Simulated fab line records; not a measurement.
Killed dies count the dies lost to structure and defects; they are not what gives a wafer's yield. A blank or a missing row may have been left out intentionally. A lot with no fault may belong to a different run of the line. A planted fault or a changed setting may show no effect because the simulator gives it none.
fab line records    flow nand_harc
record: lots: 5  wafers: 15  last_day: 33
route steps=1302 shown P_GATE@170
lots that met no fault: taken from a fault-free run of the same line
start_h: start of the lot's first displayed wafer, in hours after the record's first day    wait_h: hours since the lot's step before    " as in the row above    L1.1+2: several wafers, shown together as one row    - no value present, or no start provided    * or withheld: withheld    < > ~ a bound
route shown NAME@n: names a module that has steps shown in the file, with the first one's number in the route    usual: mean and standard deviation over wafers with no fault    same: alike in all rows    chamber/n: place in a boat    sites: each site's reading    _std_site: standard deviation across them    _edge_site: the outer-site mean with the inner-site mean subtracted    radius_mm: how far each site lies from the wafer's centre    mask NAME#n: copy n    behind: the tool/chamber that last shaped the wafer    hold: the reason the lot was held/the length of the hold in hours/how it ended    device: which transistor (n, p or np) failed to switch    end of line: the same wafers' tests at the end of the route    step lacking rows: just its recipe    killed: dies that structure and defects cost at the first sort, which is not the same as the wafer's yield    map: dies across one wafer; x = killed, . = not, _ = none there
set.NAME: the run value of the setting; set.NAME@STEP: its run value at that earlier step    model.NAME: the simulator's own value behind a step, which no gauge read
lots seen at some steps along the route; tables by step, rows by wafer
services: from which hour (start_h, from the record's first day; less than 0 if before it) a tool's chamber was out of use, for how many hours, and why
== steps ==
step: NHARC_P_GATE_CD_MEAS_46
recipe: target_cd_nm: 720  landing_energy_ev: 500
usual: cd_nm: 720.0/1.1
same: landing_energy_ev: 500
lot.wafer  tool       chamber  start_h  wait_h  cd_nm
L430.3     cd_sem-01  0        109.73   -       719.1
L430.4     "          0        "        "       720.8
L430.6     "          0        "        "       719.5
L439.1     cd_sem-03  0        204.74   -       717.5
L439.3     "          0        "        "       719.4
L439.5     "          0        "        "       719.7
L449.2     cd_sem-01  0        293.90   -       719.2
L449.3     "          0        "        "       721.4
L449.4     "          0        "        "       720.4
L450.2     cd_sem-01  0        314.72   -       720.6
L450.3     "          0        "        "       720.3
L450.6     "          0        "        "       720.9
L452.1     cd_sem-03  0        334.38   -       717.9
L452.3     "          0        "        "       719.4
L452.5     "          0        "        "       719.9
step: NHARC_P_GATE_HARDBAKE_47
recipe: temp_c: 125  time_s: 80
step: NHARC_P_GATE_DESCUM_48
recipe: time_s: 3  o2_flow_sccm: 200  ar_flow_sccm: 0  bias_power_w: 0  chemistry: O2
usual: chamber_pressure_mTorr: 60.01/0.055  drypump_motor_current_A: 5.54/0.3  oes_product_au: 1.001/0.0078  rf_vpp_V: 57.9/0.89  showerhead_plenum_p_Torr: 1.94/0.079  throttle_valve_pct: 11.310/0.0096
lot.wafer  tool         chamber  start_h  wait_h  chamber_pressure_mTorr  drypump_motor_current_A  oes_product_au  rf_hours_counter_h  rf_vpp_V  showerhead_plenum_p_Torr  throttle_valve_pct
L430.4     rie_diel-02  0        109.91   -       60.03                   5.53                     0.987           4.4                 58.6      2.01                      11.298
L430.3     "            1        "        "       59.95                   5.61                     0.995           4.5                 57.8      1.98                      11.328
L430.6     "            2        "        "       59.97                   5.88                     1.000           -                   59.3      1.79                      11.303
L439.1     rie_diel-02  3        204.91   -       60.05                   5.17                     1.006           8.7                 59.0      2.01                      11.304
L439.3     "            1        "        "       60.01                   5.60                     0.996           10.8                59.0      1.98                      11.322
L439.5     "            2        "        "       59.97                   5.89                     0.997           -                   57.7      1.79                      11.304
L449.4     rie_diel-12  3        294.06   -       59.99                   5.34                     1.004           0.9                 58.9      2.03                      11.319
L449.2     "            0        "        "       60.12                   5.27                     1.008           0.7                 59.2      1.99                      11.302
L449.3     "            2        "        "       60.05                   5.40                     1.011           0.6                 59.0      1.97                      11.332
L450.2     rie_diel-02  3        314.88   -       59.90                   5.12                     1.009           6.1                 59.3      2.00                      11.300
L450.3     "            2        "        "       59.99                   5.88                     1.004           6.2                 57.5      1.79                      11.302
L450.6     "            3        "        "       59.99                   5.09                     0.999           -                   57.5      2.00                      11.320
L452.1     rie_diel-12  2        334.53   -       60.02                   5.37                     1.006           2.4                 58.0      1.97                      11.320
L452.3     "            3        "        "       59.88                   5.30                     0.996           3.2                 58.6      2.03                      11.326
L452.5     "            2        "        "       60.02                   5.41                     1.013           -                   57.7      1.97                      11.315
step: NHARC_P_GATE_IMPLANT_49
recipe: energy_kev: 30  dose_cm2: 3e+15  tilt_deg: 7
step: NHARC_P_GATE_STRIP_111
recipe: power_w: 1500  temp_c: 110  time_s: 250  chemistry: N2/H2
usual: drypump_motor_current_A: 5.9/0.66  heater_power_w: 96/15
lot.wafer  tool             chamber  start_h  wait_h  drypump_motor_current_A  heater_power_w  rf_hours_counter_h
L430.3     plasma_asher-02  1        110.35   0.2     4.9                      89              -
L430.4     "                0        "        "       5.9                      108             -
L430.6     "                1        "        "       4.9                      86              -
L439.1     plasma_asher-02  0        205.32   0.2     5.9                      117             14
L439.3     "                1        "        "       4.9                      85              -
L439.5     "                1        "        "       4.9                      84              -
L449.2     plasma_asher-01  1        294.42   0.2     6.5                      105             24
L449.3     "                1        "        "       6.5                      104             -
L449.4     "                0        "        "       6.5                      76              -
L450.2     plasma_asher-02  0        315.25   0.2     5.9                      109             0
L450.3     "                0        "        "       5.9                      109             -
L450.6     "                0        "        "       5.9                      107             -
L452.1     plasma_asher-01  0        341.00   0.2     6.5                      76              33
L452.3     "                1        "        "       6.6                      102             -
L452.5     "                1        "        "       6.6                      101             -
step: NHARC_P_GATE_STRIP_75
recipe: power_w: 1500  temp_c: 250  chemistry: O2
usual: drypump_motor_current_A: 5.9/0.66  heater_power_w: 360/59
lot.wafer  tool             chamber  start_h  wait_h  drypump_motor_current_A  heater_power_w  rf_hours_counter_h
L430.3     plasma_asher-02  1        110.58   0.2     4.9                      336             -
L430.4     "                0        "        "       5.8                      422             -
L430.6     "                1        "        "       4.9                      321             -
L439.1     plasma_asher-02  0        205.59   0.2     5.9                      436             14
L439.3     "                1        "        "       4.9                      314             -
L439.5     "                1        "        "       4.9                      319             -
L449.2     plasma_asher-01  1        294.72   0.3     6.5                      388             24
L449.3     "                1        "        "       6.5                      388             -
L449.4     "                0        "        "       6.5                      284             -
L450.2     plasma_asher-02  0        315.55   0.3     5.8                      418             1
L450.3     "                0        "        "       5.9                      422             -
L450.6     "                0        "        "       5.9                      427             -
L452.1     plasma_asher-01  0        341.26   0.2     6.5                      295             34
L452.3     "                1        "        "       6.5                      385             -
L452.5     "                1        "        "       6.5                      377             -
step: NHARC_P_GATE_STRIP_50
recipe: time_s: 900  temp_c: 130  chemistry: SPM
step: NHARC_P_GATE_DEHYDRATE_51
recipe: temp_c: 150  time_s: 120
step: NHARC_P_GATE_HMDS_52
recipe: time_s: 30
step: NHARC_P_GATE_COAT_53
recipe: spin_rpm: 3000
step: NHARC_P_GATE_SOFTBAKE_54
recipe: temp_c: 122  time_s: 95
step: NHARC_P_GATE_EBR_55
step: NHARC_P_GATE_EXPOSE_56
recipe: na: 0.6  target_cd_nm: 720  dose_mj: 14.81  mask_id: P_PSD
lot.wafer   tool            chamber  start_h  wait_h  mask
L430.3+4+6  krf_scanner-02  0        111.33   -       P_PSD#0
L439.1+3+5  krf_scanner-01  0        206.35   -       P_NSD#0
L449.2+3+4  krf_scanner-01  0        295.50   -       P_PSD#0
L450.2+3+6  krf_scanner-01  0        316.32   -       P_PSD#0
L452.1+3+5  krf_scanner-02  0        342.01   -       P_PSD#0
step: NHARC_P_GATE_PEB_57
recipe: peb_temp_c: 118  peb_time_s: 85
step: NHARC_P_GATE_DEVELOP_58
recipe: time_s: 70
step: NHARC_P_GATE_CD_MEAS_59
recipe: target_cd_nm: 720  landing_energy_ev: 500
usual: cd_nm: 719.9/1.4
same: landing_energy_ev: 500
lot.wafer  tool       chamber  start_h  wait_h  cd_nm
L430.3     cd_sem-03  0        111.48   -       720.9
L430.4     "          0        "        "       719.4
L430.6     "          0        "        "       719.7
L439.1     cd_sem-02  0        206.51   -       -
L439.3     "          0        "        "       -
L439.5     "          0        "        "       -
L449.2     cd_sem-03  0        295.65   -       719.4
L449.3     "          0        "        "       718.7
L449.4     "          0        "        "       719.7
L450.2     cd_sem-01  0        316.48   -       718.6
L450.3     "          0        "        "       721.4
L450.6     "          0        "        "       717.9
L452.1     cd_sem-03  0        342.17   -       720.9
L452.3     "          0        "        "       723.1
L452.5     "          0        "        "       722.2
step: NHARC_P_GATE_HARDBAKE_60
recipe: temp_c: 125  time_s: 80
== services ==
tool             chamber  start_h  hours  kind
rie_diel-12      -        91.46    9.0    pm
krf_scanner-02   -        94.00    4.0    pm
rie_diel-12      0        104.03   7.6    repair
krf_scanner-02   -        107.81   1.2    repair
plasma_asher-02  -        126.22   9.0    pm
plasma_asher-02  0        126.22   9.0    vent_cycle
plasma_asher-02  1        126.22   9.0    vent_cycle
plasma_asher-02  0        135.22   -      clean
krf_scanner-01   -        140.00   4.0    pm
plasma_asher-01  -        165.34   9.0    pm
rie_diel-12      3        182.55   2.5    repair
rie_diel-02      0        184.27   3.9    repair
rie_diel-12      1        195.26   6.4    repair
krf_scanner-01   -        197.63   0.2    repair
plasma_asher-02  -        202.11   2.0    repair
rie_diel-02      -        216.70   9.0    pm
krf_scanner-02   -        266.00   4.0    pm
rie_diel-12      -        268.46   9.0    pm
plasma_asher-02  -        270.98   4.3    repair
krf_scanner-01   -        298.39   0.1    repair
plasma_asher-02  -        303.22   9.0    pm
krf_scanner-01   -        312.00   4.0    pm
rie_diel-02      1        316.32   2.1    repair
krf_scanner-02   -        319.02   2.4    repair
== key ==
first_sign: step: NHARC_P_GATE_EXPOSE_56  reading: mask  direction: changed
effect: step: NHARC_P_GATE_CD_MEAS_59  reading: cd_nm  direction: missing
met_at NHARC_P_GATE_EXPOSE_56
struck_wafers L439.1,L439.3,L439.5
later_rows_left_out L439.1,L439.3,L439.5
sort_left_out L439.1,L439.3,L439.5
tester_left_out L439
fault: kind: wrong_mask  tool: any  chamber: -  onset_h: 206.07  steps: NHARC_P_GATE_EXPOSE_56  aux_copy: P_NSD#0  scope: struck_lots_only
tester_left_out: of these lots the tester's yield and bins aren't shown, on N5 and GAA mostly nor the transistor test; their killed dies are dies lost to structure and defects alone, not to doping, threshold or leakage, so they don't give the yield
sort_left_out: the simulated sort isn't trusted on such a fault, so these wafers' sort isn't shown, and their yield isn't known
later_rows_left_out: the simulator's readings of these wafers behind a module that went badly wrong aren't trusted and aren't shown, but for the sort
